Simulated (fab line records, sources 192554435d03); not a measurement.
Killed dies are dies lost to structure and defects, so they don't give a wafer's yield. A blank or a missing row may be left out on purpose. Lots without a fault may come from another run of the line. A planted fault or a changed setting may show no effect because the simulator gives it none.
Chamber matching | flow n5_finfet | N5_BEOL_M10_DESCUM_33 on rie_diel-01: 4 sister chambers
The step chemistry O2, time 7.9 s. 4 wafers are shown with their chamber, then 12 later ones without.

WAFERS WITH THEIR CHAMBER
wafer  | chamber | showerhead_plenum_p_Torr (Torr)
L082.1 | 2       | 2.07
L088.1 | 1       | 2.05
L088.2 | 0       | 2.01
L088.6 | 3       | 2.00

WAFERS WITHOUT THEIR CHAMBER
wafer  | showerhead_plenum_p_Torr (Torr)
L090.1 | 2.05
L090.2 | 2.01
L090.3 | 2.06
L090.4 | 2.00
L090.5 | 2.00
L090.6 | 2.01
L091.1 | 2.06
L091.4 | 2.01
L091.6 | 2.01
L095.2 | 2.06
L095.3 | 2.01
L095.6 | 2.01

WHICH CHAMBER EACH WENT THROUGH
wafer  | from the rows above     | in truth
L090.1 | 1                       | 1
L090.2 | 0                       | 0
L090.3 | can't be placed: 2 or 1 | 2
L090.4 | 3                       | 3
L090.5 | 3                       | 3
L090.6 | 0                       | 0
L091.1 | can't be placed: 2 or 1 | 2
L091.4 | 0                       | 0
L091.6 | 0                       | 0
L095.2 | can't be placed: 2 or 1 | 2
L095.3 | 0                       | 0
L095.6 | 0                       | 0
Placed correctly: 9 of 12. Can't be placed from these rows: 3 (the true chamber is among the candidates in 3). Placed wrongly: 0.
How it was worked out, from the rows above alone: a wafer's distance from a chamber is the root of the sum, over the readings, of the square of ((its reading less the chamber's mean) divided by the reading's scatter). The wafer belongs to the nearest chamber; if the next one is less than 2 further off, it can't be placed. A chamber's mean is the mean of its shown wafers. The scatter: with one shown wafer a chamber, the root of the mean of the squares of how far each hidden wafer lies from its nearest shown one.
